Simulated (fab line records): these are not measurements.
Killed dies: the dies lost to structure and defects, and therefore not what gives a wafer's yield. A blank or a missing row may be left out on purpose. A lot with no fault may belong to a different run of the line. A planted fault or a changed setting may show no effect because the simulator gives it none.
fab line records	flow nandHarc
record lots=7	wafers=18	lastDay=33
route steps=1302 shown A_DECK1_JOINT@537 A_ONON_D2@545
lots that met no fault: taken from a fault-free run of the same line
startH: hours from the record's first day to the start of the lot's first wafer shown	waitH: hours since the lot's step before	" repeats the value in the row above	L1.1+2: a row that stands for several wafers	- no value, or no start given	* or withheld: withheld	< > ~ a bound
route shown NAME@n: NAME is a module with steps in the file, n the number in the route of the first one	usual: mean/standard deviation of fault-free wafers	same: alike in all rows	chamber/n: place in a boat	sites: the reading at each site	_std_site: the standard deviation of these	_edge_site: the outer-site mean with the inner-site mean subtracted	radiusMm: for every site, how far away it sits from the centre of the wafer	mask NAME#n: copy n	behind: tool/chamber where the wafer was last shaped	hold: the reason the lot was held/the length of the hold in hours/how it ended	device: transistor that didn't switch, given as n, p or np	end of line: tests run on the same wafers once the route is complete	a step without rows: its recipe alone	killed: at the first sort, the dies lost to defects and structure; wafer yield is something else	map: the dies of a wafer, with x for killed, . for not killed, _ for no die there
set.NAME: the run value of the setting; set.NAME@STEP: its run value at that earlier step	model.NAME: the simulator's own value behind a step, which no gauge read
certain route steps with their lots: each step a table, each wafer a row
services: when a tool's chamber went out of use (startH, in hours from the record's first day, below 0 if earlier), for how many hours, and the reason
## steps
# step NHARC_A_DECK1_JOINT_ANNEAL_28
# recipe tempC=500	timeS=1800	idleTempC=400	rampUpCPerMin=10	densificationPH2oTorr=640
# step NHARC_A_DECK1_JOINT_ANNEAL_29
# recipe tempC=750	timeS=1800	idleTempC=500	rampUpCPerMin=10	rampDownCPerMin=3
# step NHARC_A_DECK1_JOINT_CMP_02
# recipe material=SiOx
# usual edgeZonePressureFrac=1.000/0.0052	motorCurrentA=12.6/1.8
lot.wafer	tool	chamber	startH	waitH	edgeZonePressureFrac	motorCurrentA
L581.2	cmp-01	3	312.16	0.4	1.003	12.9
L581.3	"	1	"	"	0.999	10.1
L581.6	"	2	"	"	1.003	13.2
L589.2	cmp-03	0	384.82	0.4	0.998	16.7
L589.6	"	3	"	"	0.992	11.6
L589.5	"	0	"	"	0.995	16.2
L592.3	cmp-01	2	435.78	0.4	0.998	13.2
L592.1	"	0	"	"	1.003	13.1
L596.1	cmp-04	2	459.61	0.5	0.999	13.8
L596.2	"	3	"	"	1.007	11.2
L597.4	cmp-01	1	459.74	0.6	0.996	9.7
L597.3	"	0	"	"	0.997	13.3
L599.4	cmp-04	1	479.64	0.4	0.997	14.4
L599.2	"	2	"	"	0.993	13.8
L599.5	"	3	"	"	0.999	11.0
L600.2	cmp-04	3	496.39	0.4	1.000	10.7
L600.1	"	0	"	"	1.004	12.0
L600.5	"	0	"	"	1.000	12.3
# step NHARC_A_DECK1_JOINT_SRD_15
# step NHARC_A_DECK1_JOINT_DEP_16
# recipe targetThkA=450	tempC=400	pressureTorr=6.5	rfW=900	teosFlowSccm=161.4	flowSccm=2650	targetThkNm=45	gas=O2	material=SiO2
# usual heaterPowerW=543/90	throttleValvePct=15.7/0.72
lot.wafer	tool	chamber	startH	waitH	heaterPowerW	throttleValvePct
L581.3	pecvd-02	2	312.53	0.1	616	16.2
L581.2	"	1	"	"	453	14.6
L581.6	"	1	"	"	461	14.6
L589.2	pecvd-02	2	385.25	0.1	571	16.1
L589.5	"	0	"	"	403	16.8
L589.6	"	1	"	"	468	15.0
L592.1	pecvd-03	0	436.18	0.1	509	15.8
L592.3	"	1	"	"	447	16.3
L596.1	pecvd-02	2	460.18	0.3	501	16.1
L596.2	"	0	"	"	388	16.4
L597.3	pecvd-02	1	460.33	0.3	570	14.1
L597.4	"	1	"	"	585	14.2
L599.2	pecvd-03	1	480.02	0.1	518	16.8
L599.5	"	0	"	"	569	16.0
L599.4	"	2	"	"	463	15.0
L600.1	pecvd-02	0	496.81	0.1	382	15.8
L600.2	"	1	"	"	557	14.2
L600.5	"	0	"	"	385	16.3
# step NHARC_A_DECK1_JOINT_THK_MEAS_17
# recipe thkMeasGauge=ellipsometry
# usual thkNm=44.9/1.1
lot.wafer	tool	chamber	startH	waitH	thkNm
L581.2	filmMetro-02	-	312.81	0.2	44.3
L581.3	"	-	"	"	46.6
L581.6	"	-	"	"	44.5
L589.2	filmMetro-01	-	385.47	0.2	46.1
L589.5	"	-	"	"	44.7
L589.6	"	-	"	"	45.7
L592.1	filmMetro-01	-	436.46	0.3	44.5
L592.3	"	-	"	"	45.3
L596.1	filmMetro-02	-	460.44	0.2	43.9
L596.2	"	-	"	"	46.7
L597.3	filmMetro-01	-	460.61	0.3	46.8
L597.4	"	-	"	"	44.0
L599.2	filmMetro-01	-	480.27	0.2	43.7
L599.4	"	-	"	"	46.5
L599.5	"	-	"	"	46.1
L600.1	filmMetro-01	-	497.09	0.3	43.7
L600.2	"	-	"	"	44.5
L600.5	"	-	"	"	43.3
# step NHARC_A_DECK1_JOINT_INSPECT_05
# usual rawDefectCount=317/100
lot.wafer	tool	chamber	startH	waitH	rawDefectCount
L581.2	defectInspect-02	-	312.84	0.0	342
L581.3	"	-	"	"	327
L581.6	"	-	"	"	257
L589.2	defectInspect-02	-	385.51	0.0	242
L589.5	"	-	"	"	292
L589.6	"	-	"	"	352
L592.1	defectInspect-02	-	436.49	0.0	237
L592.3	"	-	"	"	368
L596.1	defectInspect-01	-	460.47	0.0	269
L596.2	"	-	"	"	283
L597.3	defectInspect-02	-	460.65	0.0	498
L597.4	"	-	"	"	472
L599.2	defectInspect-01	-	480.31	0.0	402
L599.4	"	-	"	"	455
L599.5	"	-	"	"	290
L600.1	defectInspect-01	-	497.13	0.0	339
L600.2	"	-	"	"	188
L600.5	"	-	"	"	178
# step NHARC_A_ONON_D2_DEP_00
# recipe targetThkA=10000	n2FlowSccm=2750	n2oFlowSccm=2000	nh3FlowSccm=500	sih4FlowSccm=210	tempC=400
# step NHARC_A_ONON_D2_THK_MEAS_02
# recipe thkMeasGauge=ellipsometry
# usual thkNm=1000/11
lot.wafer	tool	chamber	startH	waitH	thkNm
L581.2	filmMetro-02	-	313.42	-	1006
L581.3	"	-	"	"	1005
L581.6	"	-	"	"	1006
L589.2	filmMetro-01	-	386.09	-	991
L589.5	"	-	"	"	990
L589.6	"	-	"	"	990
L592.1	filmMetro-02	-	437.26	-	1001
L592.3	"	-	"	"	1004
L596.1	filmMetro-02	-	461.05	-	1008
L596.2	"	-	"	"	1008
L597.3	filmMetro-02	-	461.40	-	989
L597.4	"	-	"	"	988
L599.2	filmMetro-02	-	480.89	-	998
L599.4	"	-	"	"	998
L599.5	"	-	"	"	997
L600.1	filmMetro-01	-	497.74	-	1013
L600.2	"	-	"	"	1012
L600.5	"	-	"	"	1013
# step NHARC_A_ONON_D2_DEP_03
# recipe targetThkA=10000	n2FlowSccm=2750	n2oFlowSccm=2000	nh3FlowSccm=500	sih4FlowSccm=210	tempC=400
# step NHARC_A_ONON_D2_THK_MEAS_05
# recipe thkMeasGauge=ellipsometry
# usual thkNm=997/9.4
lot.wafer	tool	chamber	startH	waitH	thkNm
L581.2	filmMetro-01	-	313.98	-	991
L581.3	"	-	"	"	993
L581.6	"	-	"	"	991
L589.2	filmMetro-01	-	386.66	-	972
L589.5	"	-	"	"	971
L589.6	"	-	"	"	972
L592.1	filmMetro-01	-	437.97	-	999
L592.3	"	-	"	"	998
L596.1	filmMetro-01	-	461.61	-	994
L596.2	"	-	"	"	996
L597.3	filmMetro-01	-	461.96	-	989
L597.4	"	-	"	"	989
L599.2	filmMetro-02	-	481.46	-	1010
L599.4	"	-	"	"	1012
L599.5	"	-	"	"	1012
L600.1	filmMetro-01	-	498.31	-	1008
L600.2	"	-	"	"	1008
L600.5	"	-	"	"	1008
# step NHARC_A_ONON_D2_DEP_06
# recipe targetThkA=10000	n2FlowSccm=2750	n2oFlowSccm=2000	nh3FlowSccm=500	sih4FlowSccm=210	tempC=400
# usual n2FlowSccm=2750/7.9	n2oFlowSccm=2001/6	nh3FlowSccm=499.8/1.5
lot.wafer	tool	chamber	startH	waitH	n2FlowSccm	n2oFlowSccm	nh3FlowSccm
L581.2	pecvdOnon-03	0	314.10	0.1	2742	1993	499.8
L581.3	"	0	"	"	2756	1987	502.0
L581.6	"	0	"	"	2757	2000	499.9
L589.2	pecvdOnon-04	0	386.77	0.1	2754	2001	498.7
L589.5	"	0	"	"	2740	1998	498.8
L589.6	"	0	"	"	2746	2005	498.4
L592.1	pecvdOnon-03	0	438.16	0.2	2751	1989	499.3
L592.3	"	0	"	"	2741	1998	496.2
L596.1	pecvdOnon-03	0	461.67	0.1	2737	1997	502.0
L596.2	"	0	"	"	2754	2004	501.0
L597.3	pecvdOnon-03	0	462.14	0.2	2756	1999	500.7
L597.4	"	0	"	"	2755	2008	499.9
L599.2	pecvdOnon-01	0	481.57	0.1	2756	1992	497.1
L599.4	"	0	"	"	2770	1996	497.6
L599.5	"	0	"	"	2752	1994	498.0
L600.1	pecvdOnon-01	0	498.37	0.1	2742	2001	500.3
L600.2	"	0	"	"	2755	2009	500.7
L600.5	"	0	"	"	2751	2004	499.8
# step NHARC_A_ONON_D2_THK_MEAS_08
# recipe thkMeasGauge=ellipsometry
# usual thkNm=997/9.4
lot.wafer	tool	chamber	startH	waitH	thkNm
L581.2	filmMetro-01	-	314.55	-	994
L581.3	"	-	"	"	994
L581.6	"	-	"	"	992
L589.2	filmMetro-01	-	387.23	-	999
L589.5	"	-	"	"	999
L589.6	"	-	"	"	998
L592.1	filmMetro-01	-	438.67	-	1515
L592.3	"	-	"	"	981
L596.1	filmMetro-01	-	462.19	-	1550
L596.2	"	-	"	"	1014
L597.3	filmMetro-02	-	462.54	-	998
L597.4	"	-	"	"	1531
L599.2	filmMetro-02	-	482.02	-	1002
L599.4	"	-	"	"	1002
L599.5	"	-	"	"	1002
L600.1	filmMetro-01	-	498.87	-	1013
L600.2	"	-	"	"	1015
L600.5	"	-	"	"	1016
# step NHARC_A_ONON_D2_DEP_09
# recipe targetThkA=10000	n2FlowSccm=2750	n2oFlowSccm=2000	nh3FlowSccm=500	sih4FlowSccm=210	tempC=400
## services
tool	chamber	startH	hours	kind
cmp-04	-	307.00	4.0	pm
pecvdOnon-04	-	311.00	13.0	pm
cmp-01	-	328.24	18.1	repair
cmp-04	-	333.83	0.4	repair
cmp-03	-	358.78	4.0	pm
pecvd-03	-	366.29	13.0	pm
cmp-03	-	372.73	4.5	repair
cmp-01	-	384.51	4.0	pm
pecvd-02	-	391.09	0.7	repair
cmp-04	-	405.00	4.0	pm
pecvdOnon-03	-	408.16	13.0	pm
pecvd-02	-	408.33	13.0	pm
pecvd-02	0	408.33	13.0	ventCycle
pecvd-02	1	408.33	13.0	ventCycle
cmp-01	-	419.48	2.1	repair
cmp-01	-	424.13	4.5	repair
pecvdOnon-01	-	434.42	8.0	repair
cmp-01	-	448.19	1.5	repair
pecvdOnon-01	-	450.40	13.0	pm
cmp-03	-	456.78	4.0	pm
pecvd-02	-	479.93	1.5	repair
cmp-01	-	482.51	4.0	pm
cmp-04	-	488.89	0.3	repair
pecvdOnon-04	-	492.00	13.0	pm
## key
firstSign step=NHARC_A_ONON_D2_THK_MEAS_08	reading=thkNm	direction=up	sigmas=57	usual=997	struck=1532
effect none on later readings
metAt NHARC_A_ONON_D2_DEP_06
struckWafers L592.1,L596.1,L597.4
laterRowsLeftOut L592.1,L596.1,L597.4
sortLeftOut L592.1,L596.1,L597.4
testerLeftOut L592,L596,L597
onsetBetween 314.10 438.16
fault kind=processParameterDrift	tool=pecvdOnon-03	chamber=-	onsetH=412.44	steps=NHARC_A_ONON_D2_DEP_06	channel=targetThkA	offset=*	shape=step	endH=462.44	scope=struckWafersOnly	actsIn=*	stated=*
# testerLeftOut: of these lots the tester's yield and bins aren't shown, on N5 and GAA mostly nor the transistor test; their killed dies are dies lost to structure and defects alone, not to doping, threshold or leakage, so they don't give the yield
# sortLeftOut: the simulated sort isn't trusted on such a fault, so these wafers' sort isn't shown, and their yield isn't known
# laterRowsLeftOut: the simulator's readings of these wafers behind a module that went badly wrong aren't trusted and aren't shown, but for the sort
